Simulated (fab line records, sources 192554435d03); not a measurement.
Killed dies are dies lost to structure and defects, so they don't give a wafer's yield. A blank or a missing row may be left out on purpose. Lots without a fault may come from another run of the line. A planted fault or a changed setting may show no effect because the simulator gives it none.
fab line records | flow n5_finfet
record lots=6 wafers=18 last_day=18
route steps=1938 shown DUMMY_GATE@222 BEOL_M4@1111 PASSIVATION@1936
lots that met no fault: from a run of the same line without faults
start_h: hours from the record's first day to the start of the lot's first wafer shown | wait_h: hours since the lot's step before | " the same as in the row above | L1.1+2: a row that stands for several wafers | - no value, or no start given | * or withheld: withheld | < > ~ a bound
route shown NAME@n: a module of which the file shows steps, and the number in the route of the first | usual: mean/standard deviation of fault-free wafers | same: alike in all rows | chamber/n: place in a boat | sites: the reading at each site | _std_site: their standard deviation | _edge_site: outer sites' mean less inner sites' | radius_mm: how far each site lies from the wafer's centre | mask NAME#n: copy n | behind: the tool/chamber that last shaped the wafer | hold: why the lot was held/for how many hours/how that ended | device: the transistor (n, p or np) that didn't switch | end of line: the same wafers' tests at the end of the route | a step without rows: its recipe alone | killed: dies lost to structure and defects at the first sort, not the wafer's yield | map: a wafer's dies, x killed, . not, _ none there
set.NAME: the setting as run; set.NAME@STEP: as run at that earlier step | model.NAME: the simulator's own value behind a step, which no gauge read
lots at some steps of the route; a table a step, a row a wafer
services: from which hour (start_h, from the record's first day; less than 0 if before it) a tool's chamber was out of use, for how many hours, and why
## steps
# step N5_DUMMY_GATE_COAT_34
# recipe resist=SOC temp_c=250 time_s=60 spin_rpm=1500 resist_thk_nm=60
# step N5_DUMMY_GATE_COAT_35
# recipe resist=SiARC temp_c=220 time_s=60 spin_rpm=1500 resist_thk_nm=10
# step N5_DUMMY_GATE_COAT_28
# recipe resist=underlayer temp_c=205 time_s=60 spin_rpm=1500 resist_thk_nm=10
# step N5_DUMMY_GATE_COAT_09
# recipe resist=CAR-EUV spin_rpm=1500 resist_thk_nm=30
# step N5_DUMMY_GATE_EBR_11
# recipe solvent=PGMEA ebr_width_mm=1.5
# step N5_DUMMY_GATE_SOFTBAKE_10
# recipe temp_c=110 time_s=60 resist=CAR-EUV
# step N5_DUMMY_GATE_EXPOSE_12
# recipe mask_id=GATE na=0.33 source_shape=annular sigma_inner=0.2 sigma_outer=0.6 polarization=unpolarized target_cd_nm=25 dose_mj=34
# step N5_DUMMY_GATE_PEB_13
# recipe peb_temp_c=100 peb_time_s=60 resist=CAR-EUV
# step N5_DUMMY_GATE_DEVELOP_14
# recipe develop_time_s=30 developer=TMAH resist=CAR-EUV rinse_liquid=surfactant_rinse dry=air_spin dev_temp_c=23
# step N5_DUMMY_GATE_CD_MEAS_15
# recipe target_cd_nm=25.8 landing_energy_ev=500 detector=se_inlens
# usual cd_nm=24.97/0.23
# columns lot.wafer tool chamber start_h wait_h cd_nm
L947.2 cd_sem-01 0 84.18 - 24.69
L947.3 " 0 " " 25.08
L947.6 " 0 " " 25.07
L949.4 cd_sem-02 0 93.17 - 24.91
L949.5 " 0 " " 25.23
L949.6 " 0 " " 24.46
L955.1 cd_sem-02 0 131.82 - 24.90
L955.2 " 0 " " 24.89
L955.5 " 0 " " 25.07
L958.2 cd_sem-01 0 149.32 - 24.71
L958.4 " 0 " " 24.96
L958.5 " 0 " " 24.71
L961.3 cd_sem-03 0 167.06 - 25.12
L961.4 " 0 " " 24.99
L961.5 " 0 " " 25.06
L964.1 cd_sem-01 0 183.44 - 24.59
L964.3 " 0 " " 24.87
L964.5 " 0 " " 24.97
# step N5_DUMMY_GATE_OVL_MEAS_16
# recipe points_per_wafer=522
# usual GATE_OVL=0.6/0.73
# columns lot.wafer tool chamber start_h wait_h GATE_OVL[nm]
L947.2 overlay-01 0 84.22 0.0 1.5
L947.3 " 0 " " -0.1
L947.6 " 0 " " 0.8
L949.4 overlay-02 0 93.22 0.0 -0.5
L949.5 " 0 " " 0.3
L949.6 " 0 " " 0.8
L955.1 overlay-02 0 131.86 0.0 0.3
L955.2 " 0 " " 0.2
L955.5 " 0 " " -0.9
L958.2 overlay-02 0 149.36 0.0 0.7
L958.4 " 0 " " 1.7
L958.5 " 0 " " 1.4
L961.3 overlay-01 0 167.10 0.0 0.4
L961.4 " 0 " " 0.2
L961.5 " 0 " " 0.2
L964.1 overlay-02 0 183.48 0.0 -0.1
L964.3 " 0 " " 0.3
L964.5 " 0 " " 0.3
# step N5_DUMMY_GATE_INSPECT_17
# recipe mode=adi inspect_instrument=brightfield
# usual raw_defect_count=207/59
# columns lot.wafer tool chamber start_h wait_h raw_defect_count
L947.2 defect_inspect-01 - 84.28 0.0 165
L947.3 " - " " 161
L947.6 " - " " 181
L949.4 defect_inspect-02 - 93.26 0.0 172
L949.5 " - " " 182
L949.6 " - " " 215
L955.1 defect_inspect-01 - 131.92 0.1 254
L955.2 " - " " 265
L955.5 " - " " 268
L958.2 defect_inspect-02 - 149.41 0.0 173
L958.4 " - " " 221
L958.5 " - " " 187
L961.3 defect_inspect-01 - 167.15 0.0 207
L961.4 " - " " 296
L961.5 " - " " 254
L964.1 defect_inspect-01 - 183.54 0.1 161
L964.3 " - " " 269
L964.5 " - " " 170
# step N5_DUMMY_GATE_DESCUM_20
# recipe chemistry=O2 time_s=6.2 source_power_w=50 bias_power_w=20 pressure_mtorr=20 rf_frequency_hz=2.712e+07 temp_c=40 resist=CAR-EUV o2_flow_sccm=225
# usual drypump_motor_current_A=5.7/0.4 oes_product_au=0.76/0.08 rf_fwd_power_W=49.63/0.18 rf_vpp_V=243.4/1.2 showerhead_plenum_p_Torr=2.10/0.066 throttle_valve_pct=20.45/0.22
# columns lot.wafer tool chamber start_h wait_h drypump_motor_current_A oes_product_au rf_fwd_power_W rf_hours_counter_h rf_vpp_V showerhead_plenum_p_Torr throttle_valve_pct model.CAR-EUV_of_DUMMY_GATE_COAT_09.thk_nm
L947.2 rie_diel-01 0 84.31 0.0 5.4 0.83 49.63 58 243.2 2.14 20.75 25.8
L947.3 " 1 " " 6.4 0.94 49.80 7 243.3 2.06 20.23 26.6
L947.6 " 0 " " 5.4 0.83 49.46 - 243.0 2.14 20.75 26.4
L949.4 rie_diel-01 0 93.29 0.0 5.4 0.83 49.73 60 244.3 2.14 20.75 26.4
L949.5 " 3 " " 5.9 0.85 49.73 - 246.1 2.22 20.44 26
L949.6 " 0 " " 5.4 0.83 49.93 - 242.6 2.14 20.76 26.4
L955.1 rie_diel-06 2 131.95 0.0 5.2 0.74 49.49 175 242.5 2.17 20.63 26.8
L955.2 " 1 " " 5.5 0.68 49.78 223 244.1 2.08 20.39 26.8
L955.5 " 2 " " 5.2 0.72 49.54 - 245.4 2.17 20.60 26.8
L958.2 rie_diel-06 3 149.53 0.1 5.5 0.92 49.67 23 242.4 2.13 20.12 26.2
L958.4 " 0 " " 5.9 0.69 49.61 241 242.9 2.08 20.60 26.4
L958.5 " 3 " " 5.5 0.91 49.30 - 243.8 2.13 20.14 26.2
L961.3 rie_diel-02 0 167.29 0.1 5.9 0.68 49.73 228 241.8 1.97 20.83 26.6
L961.4 " 3 " " 6.4 0.67 49.43 218 241.9 2.08 20.54 26.6
L961.5 " 3 " " 6.4 0.67 49.70 - 242.9 2.08 20.55 26.8
L964.1 rie_diel-01 1 183.57 0.0 6.4 0.89 49.91 32 243.2 2.05 20.26 26.8
L964.3 " 2 " " 5.6 0.73 49.70 180 242.5 2.06 20.03 26.6
L964.5 " 3 " " 5.9 0.83 49.97 - 245.9 2.21 20.46 26.6
# step N5_DUMMY_GATE_ETCH_29
# recipe chemistry=N2/H2 target=underlayer target_depth_a=130 ion_energy_ev=200 pressure_mtorr=30 source_w=840 bias_w=150 n2_flow_sccm=200 h2_flow_sccm=200
# usual drypump_motor_current_A=5.7/0.4 oes_product_au=0.76/0.081 rf_fwd_power_W=829/3.4 rf_vpp_V=524.2/2.3 showerhead_plenum_p_Torr=2.55/0.081 throttle_valve_pct=17.90/0.21
# columns lot.wafer tool chamber start_h wait_h drypump_motor_current_A oes_product_au rf_fwd_power_W rf_hours_counter_h rf_vpp_V showerhead_plenum_p_Torr throttle_valve_pct model.CAR-EUV_of_DUMMY_GATE_COAT_09.thk_nm
L947.2 rie_diel-01 0 84.38 0.0 5.4 0.84 833 58 525.1 2.56 17.91 18.2
L947.3 " 1 " " 6.4 0.95 829 7 521.2 2.49 17.62 19
L947.6 " 0 " " 5.4 0.83 836 - 526.3 2.56 17.90 18.8
L949.4 rie_diel-01 0 93.36 0.0 5.4 0.83 833 61 526.1 2.56 17.93 18.8
L949.5 " 3 " " 5.9 0.85 833 - 527.8 2.66 17.62 18.4
L949.6 " 0 " " 5.4 0.83 834 - 525.0 2.56 17.92 18.8
L955.1 rie_diel-06 2 132.02 0.0 5.2 0.74 829 175 526.2 2.65 18.17 19.2
L955.2 " 1 " " 5.5 0.69 829 223 522.4 2.53 17.91 19.2
L955.5 " 2 " " 5.2 0.72 830 - 528.0 2.65 18.15 19.2
L958.2 rie_diel-06 3 149.59 0.0 5.5 0.91 824 23 525.6 2.57 17.53 18.4
L958.4 " 0 " " 5.9 0.69 828 241 523.1 2.49 18.01 18.8
L958.5 " 3 " " 5.5 0.92 824 - 526.2 2.57 17.55 18.4
L961.3 rie_diel-02 0 167.35 0.0 5.9 0.70 836 228 520.2 2.39 18.25 18.8
L961.4 " 3 " " 6.4 0.66 830 218 522.7 2.50 17.89 19.4
L961.5 " 3 " " 6.4 0.66 828 - 522.9 2.50 17.88 19.4
L964.1 rie_diel-01 1 183.64 0.0 6.4 0.89 832 32 523.2 2.48 17.66 19.2
L964.3 " 2 " " 5.6 0.73 832 180 523.4 2.54 17.86 19
L964.5 " 3 " " 5.9 0.83 831 - 527.2 2.65 17.66 19
# step N5_DUMMY_GATE_ETCH_36
# recipe chemistry=CF4 target=SiARC target_depth_a=130 pressure_mtorr=40 source_w=545 bias_w=36 Ar_flow_sccm=100 cf4_flow_sccm=100 ion_energy_ev=80
# usual drypump_motor_current_A=5.7/0.4 oes_product_au=0.76/0.08 rf_fwd_power_W=538.2/2.5 rf_vpp_V=184.1/1 showerhead_plenum_p_Torr=2.15/0.065 throttle_valve_pct=15.63/0.23
# columns lot.wafer tool chamber start_h wait_h drypump_motor_current_A oes_product_au rf_fwd_power_W rf_hours_counter_h rf_vpp_V showerhead_plenum_p_Torr throttle_valve_pct
L947.2 rie_diel-01 0 84.42 0.0 5.4 0.83 542.9 58 184.7 2.18 15.79
L947.3 " 1 " " 6.5 0.94 542.3 7 185.1 2.12 15.37
L947.6 " 0 " " 5.4 0.84 538.9 - 183.7 2.18 15.80
L949.4 rie_diel-01 0 93.40 0.0 5.4 0.82 539.7 61 184.0 2.17 15.79
L949.5 " 3 " " 5.9 0.85 539.2 - 184.6 2.25 15.48
L949.6 " 0 " " 5.4 0.83 540.5 - 185.3 2.17 15.82
L955.1 rie_diel-06 2 132.06 0.0 5.2 0.73 536.9 175 185.6 2.23 15.86
L955.2 " 1 " " 5.4 0.68 538.9 223 184.0 2.11 15.58
L955.5 " 2 " " 5.2 0.73 534.9 - 184.3 2.23 15.88
L958.2 rie_diel-06 3 149.63 0.0 5.5 0.92 532.2 23 184.9 2.18 15.28
L958.4 " 0 " " 5.9 0.69 537.4 241 183.7 2.11 15.73
L958.5 " 3 " " 5.5 0.92 531.7 - 185.5 2.18 15.29
L961.3 rie_diel-02 0 167.39 0.0 5.9 0.70 539.9 228 183.7 2.03 16.13
L961.4 " 3 " " 6.4 0.66 537.0 218 183.8 2.11 15.72
L961.5 " 3 " " 6.4 0.67 536.7 - 184.1 2.11 15.69
L964.1 rie_diel-01 1 183.68 0.0 6.4 0.87 540.4 32 183.2 2.11 15.43
L964.3 " 2 " " 5.6 0.73 538.9 180 183.7 2.14 15.45
L964.5 " 3 " " 5.9 0.82 537.7 - 186.1 2.25 15.53
# step N5_BEOL_M4_RC_MEAS_101
# usual DIBL_N=36.5/1.8 DIBL_P=36.5/2.1 IOFF_N=0.17/0.031 IOFF_P=0.22/0.036 ION_N=677/11 ION_P=463/8 SS_N=71.6/0.61 SS_P=73.3/0.63 VT_N=249/3.1 VT_P=-250/3.3
# columns lot.wafer tool chamber start_h wait_h DIBL_N[mV/V] DIBL_P[mV/V] IOFF_N[nA/um] IOFF_P[nA/um] ION_N[uA/um] ION_P[uA/um] SS_N[mV/dec] SS_P[mV/dec] VT_N[mV] VT_P[mV]
L947.2 prober-02 0 212.41 0.2 39.1 41.3 0.22 0.30 698 477 72.3 74.6 243 -243
L947.3 " 0 " " 34.9 35.1 0.14 0.18 677 463 71.1 72.5 252 -249
L947.6 " 0 " " 36.1 37.0 0.16 0.21 683 469 71.5 73.2 248 -251
L949.4 prober-02 0 220.07 0.5 37.5 36.9 0.17 0.23 663 458 71.9 73.8 247 -250
L949.5 " 0 " " 36.8 37.0 0.18 0.24 680 465 72.3 73.9 246 -251
L949.6 " 0 " " 40.7 41.4 0.26 0.32 690 471 73.4 74.5 243 -245
L955.1 prober-01 0 252.62 0.0 36.0 36.4 0.15 0.22 666 460 71.2 73.4 252 -247
L955.2 " 0 " " 36.3 36.3 0.17 0.22 682 470 72.2 73.4 247 -248
L955.5 " 0 " " 35.3 34.5 0.14 0.19 659 458 71.3 72.6 250 -250
L958.2 prober-01 0 274.33 0.2 38.6 37.9 0.22 0.26 702 480 71.5 73.9 243 -246
L958.4 " 0 " " 38.3 36.5 0.21 0.24 681 455 72.2 73.4 244 -246
L958.5 " 0 " " 38.3 37.3 0.22 0.25 700 475 71.7 74.0 244 -247
L961.3 prober-01 0 306.55 0.3 37.1 39.2 0.17 0.23 672 467 72.3 74.3 251 -252
L961.4 " 0 " " 33.4 34.9 0.12 0.18 671 459 70.6 73.5 251 -253
L961.5 " 0 " " 32.7 33.4 0.10 0.15 654 449 70.1 72.2 256 -256
L964.1 prober-01 0 335.04 0.0 37.1 36.0 0.16 0.22 670 465 72.0 72.9 251 -249
L964.3 " 0 " " 36.2 33.9 0.13 0.18 651 451 72.0 72.9 257 -254
L964.5 " 0 " " 37.2 35.9 0.16 0.22 662 454 71.3 73.5 252 -250
# step N5_PASSIVATION_PROBE_49
# usual defect_limited_yield=91.4/1.5 killed_at_M0_to_M3=35/11 killed_at_M4_up=16/7 killed_at_contacts=11/5.3 killed_at_front_end=37/11 killed_at_other=3.1/2.8 killed_dies=102/18 killed_open=69/15 killed_short=31/7.8 sort_bin_5_function=5.1/1.1 sort_bin_6_memory=3.2/0.69 sort_bin_8_speed=0.00/0.016 sort_n_pass=1078/18 sort_yield_pct=91.4/1.5
# same gross_dies=1180 killed_at_back_side=0 sort_bin_4_leakage[%]=0
# columns lot.wafer tool chamber start_h wait_h defect_limited_yield[%] killed_at_M0_to_M3 killed_at_M4_up killed_at_contacts killed_at_front_end killed_at_other killed_dies killed_open killed_short sort_bin_5_function[%] sort_bin_6_memory[%] sort_bin_8_speed[%] sort_n_pass sort_yield_pct[%]
L949.6 prober-01 - 330.25 0.3 92.2 35 14 7 32 4 92 52 35 4.3 2.8 0 1088 92.2
L961.3 prober-02 - 424.48 0.1 93.3 26 11 12 26 4 79 43 33 3.2 3.1 0 1101 93.3
L961.4 prober-02 - 424.53 0.2 93.2 30 10 2 35 3 80 49 27 3.3 2.8 0 1100 93.2
L961.5 prober-02 - 424.58 0.2 95.0 17 9 13 15 5 59 45 14 3.1 1.8 0 1121 95.0
# killed by level:class
L949.6 BEOL_M1:geometric_particle:open=11 BEOL_M0_SAQP:geometric_particle:short=7 FIN_SAQP:geometric_particle:short=6 MOL_CONTACT_COAG:geometric_particle:open=5 BEOL_M1:geometric_particle:short=5 BEOL_M3:geometric_particle:open=5 BEOL_M7:geometric_particle:open=5 DUMMY_GATE:geometric_particle:open=4
L961.3 MOL_CONTACT_COAG:geometric_particle:open=10 FIN_SAQP:geometric_particle:short=7 STI_FIN_REVEAL:geometric_particle:open=4 BEOL_M0_SAQP:geometric_particle:short=4 BEOL_M1:geometric_particle:short=4 BEOL_M2:geometric_particle:open=4 BEOL_M4:geometric_particle:short=4 FIN_SAQP:geometric_particle:open=3
L961.4 BEOL_M1:geometric_particle:open=8 FIN_SAQP:geometric_particle:open=6 STI_FIN_REVEAL:geometric_particle:open=6 BEOL_M0_SAQP:geometric_particle:open=6 BEOL_M0_SAQP:geometric_particle:short=6 STARTING-WAFER:geometric_particle:short=5 BEOL_M5:geometric_particle:open=4 FIN_SAQP:geometric_particle:short=3
L961.5 MOL_CONTACT_COAG:geometric_particle:open=13 STI_FIN_REVEAL:geometric_particle:open=7 BEOL_M0_SAQP:geometric_particle:short=7 BEOL_M5:geometric_particle:open=7 BEOL_M0_SAQP:geometric_particle:open=4 BEOL_M3:geometric_particle:open=3 DUMMY_GATE:geometric_particle:open=2 PASS1_CAP:geometric_particle:short=2
## services
# columns tool chamber start_h hours kind
rie_diel-01 1 107.72 3.6 repair
rie_diel-06 2 162.47 4.1 repair
rie_diel-01 - 165.45 15.6 pm
rie_diel-06 0 175.79 - clean
rie_diel-06 0 175.79 - consumable_replace:focus_ring
rie_diel-06 0 175.79 25.3 scheduled_down
rie_diel-06 0 175.79 25.3 vent_cycle
## key
first_sign none at tools or gauges
model_effect step=N5_DUMMY_GATE_DESCUM_20 value=CAR-EUV_of_DUMMY_GATE_COAT_09.thk_nm without=26.4 struck=25.9
model_effect step=N5_DUMMY_GATE_ETCH_29 value=CAR-EUV_of_DUMMY_GATE_COAT_09.thk_nm without=18.8 struck=18.3
met_at N5_DUMMY_GATE_DESCUM_20
struck_wafers L947.2,L949.5
fault kind=process_parameter_drift tool=rie_diel-01 chamber=- onset_h=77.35 steps=N5_DUMMY_GATE_DESCUM_20 channel=time_s offset=* shape=step end_h=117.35 scope=struck_wafers_only acts_in=* stated=*
